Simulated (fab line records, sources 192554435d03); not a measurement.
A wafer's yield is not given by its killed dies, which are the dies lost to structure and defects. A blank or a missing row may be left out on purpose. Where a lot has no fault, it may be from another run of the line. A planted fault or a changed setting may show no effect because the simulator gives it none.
Matching of chambers -- flow n5Finfet -- rieDiel-02 running N5_BEOL_M3_ETCH_77: 4 sister chambers
The step etches underlayer in N2/H2, target depth 6.5 nm, time 5.2 s. 20 wafers are shown with their chamber, then 10 later ones without.

== WAFERS WITH THEIR CHAMBER ==
wafer,chamber,drypumpMotorCurrentA (A),showerheadPlenumPTorr (Torr),throttleValvePct (%)
L076.3,0,5.9,2.39,18.21
L076.4,3,6.4,2.50,17.85
L076.5,2,5.8,2.65,18.06
L077.2,2,5.8,2.65,18.07
L077.3,3,6.4,2.50,17.84
L077.6,0,5.9,2.39,18.24
L080.1,1,5.2,2.44,17.63
L080.4,3,6.4,2.49,17.87
L080.5,1,5.2,2.44,17.66
L083.2,2,5.8,2.64,18.12
L083.3,0,6.0,2.39,18.27
L083.5,0,6.0,2.39,18.26
L091.1,1,5.1,2.43,17.66
L091.3,2,5.8,2.63,18.11
L091.6,3,6.4,2.48,17.90
L093.1,2,5.8,2.63,18.10
L093.2,1,5.2,2.43,17.65
L093.5,3,6.4,2.48,17.90
L092.2,2,5.8,2.63,18.10
L092.4,3,6.4,2.48,17.90

SIGNATURES (means of the wafers above)
reading,chamber 0,chamber 1,chamber 2,chamber 3,scatter within a chamber
drypumpMotorCurrentA,5.950,5.175,5.800,6.400,0.0331
showerheadPlenumPTorr,2.3900,2.4350,2.6383,2.4883,0.00816
throttleValvePct,18.2450,17.6500,18.0933,17.8767,0.0239
Rule: distance of a wafer from a chamber = root of the sum over the readings of ((wafer's reading minus chamber's mean) / reading's scatter) squared. The wafer belongs to the nearest chamber; if the next one is less than 2 further off, it can't be placed. How the scatter is found: for the shown wafers, subtract from each reading the mean of its chamber, square and add these, divide the total by (wafers less chambers), then take the root.

== WAFERS MISSING THEIR CHAMBER ==
wafer,drypumpMotorCurrentA (A),showerheadPlenumPTorr (Torr),throttleValvePct (%)
L092.6,5.2,2.43,17.68
L095.1,5.8,2.63,18.12
L095.3,5.9,2.70,17.90
L095.5,5.9,2.70,17.94
L097.2,5.9,2.70,17.92
L097.4,5.8,2.63,18.14
L097.6,5.9,2.70,17.92
L096.1,5.9,2.70,17.93
L096.2,6.4,2.48,17.50
L096.3,5.2,2.43,17.69

== EACH ONE'S CHAMBER ==
wafer,from the rows above,in truth
L092.6,1,1
L095.1,2,2
L095.3,2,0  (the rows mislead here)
L095.5,2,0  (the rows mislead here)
L097.2,2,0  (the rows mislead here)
L097.4,2,2
L097.6,2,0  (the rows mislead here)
L096.1,2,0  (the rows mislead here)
L096.2,3,3
L096.3,1,1
Correct placement for 5 of the 10. Can't be placed from these rows: 0. Number placed wrongly: 5.
